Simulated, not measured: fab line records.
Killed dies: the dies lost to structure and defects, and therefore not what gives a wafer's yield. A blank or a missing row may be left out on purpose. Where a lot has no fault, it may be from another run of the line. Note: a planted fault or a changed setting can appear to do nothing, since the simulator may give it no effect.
The tool behind it: which one?	flow nand_harc	6 lots, 18 wafers sampled, at 1 step of a route of 1302

## WHAT THE GAUGES SHOWED, per wafer
NHARC_P_GATE_OVL_MEAS_27.
lot	measured	on	overlay_x_nm (nm)
L732	day 5 09:25	overlay-02	-0.6 -0.3 -0.4
L737	day 7 23:47	overlay-01	1.4 1.0 1.6
L740	day 8 13:26	overlay-01	-0.8 -0.8 -0.6
L742	day 9 13:10	overlay-01	-0.1 -0.3 -0.1
L744	day 10 12:52	overlay-01	0.7 0.4 0.5
L748	day 11 22:37	overlay-02	-0.7 -0.9 -1.1

## EACH LOT AND THE TOOL THAT RAN IT (in order: tool; ch and the chambers of the sampled wafers; start)
The record shows no process step preceding these readings.

## THE ANSWER, worked out from the rows above alone
Rule: usual is defined by the lots themselves. The widest of any qualifying gaps counts: lots, ordered by their means at a reading, are off when they make up no more than a third of the lots, leave a main group of 4 or more, and stand apart from it by 3 or more times the standard deviation of that group's means. If all means in a main group match to the digits the tables above print for the reading, that group is not used. Also off: a lot with no number at a reading for which 4 or more lots have one. Any other lot the step has rows for is counted as sound.
No lot is off at any reading shown: from this, nothing can be told.

## WHAT THE SIMULATOR PUT IN
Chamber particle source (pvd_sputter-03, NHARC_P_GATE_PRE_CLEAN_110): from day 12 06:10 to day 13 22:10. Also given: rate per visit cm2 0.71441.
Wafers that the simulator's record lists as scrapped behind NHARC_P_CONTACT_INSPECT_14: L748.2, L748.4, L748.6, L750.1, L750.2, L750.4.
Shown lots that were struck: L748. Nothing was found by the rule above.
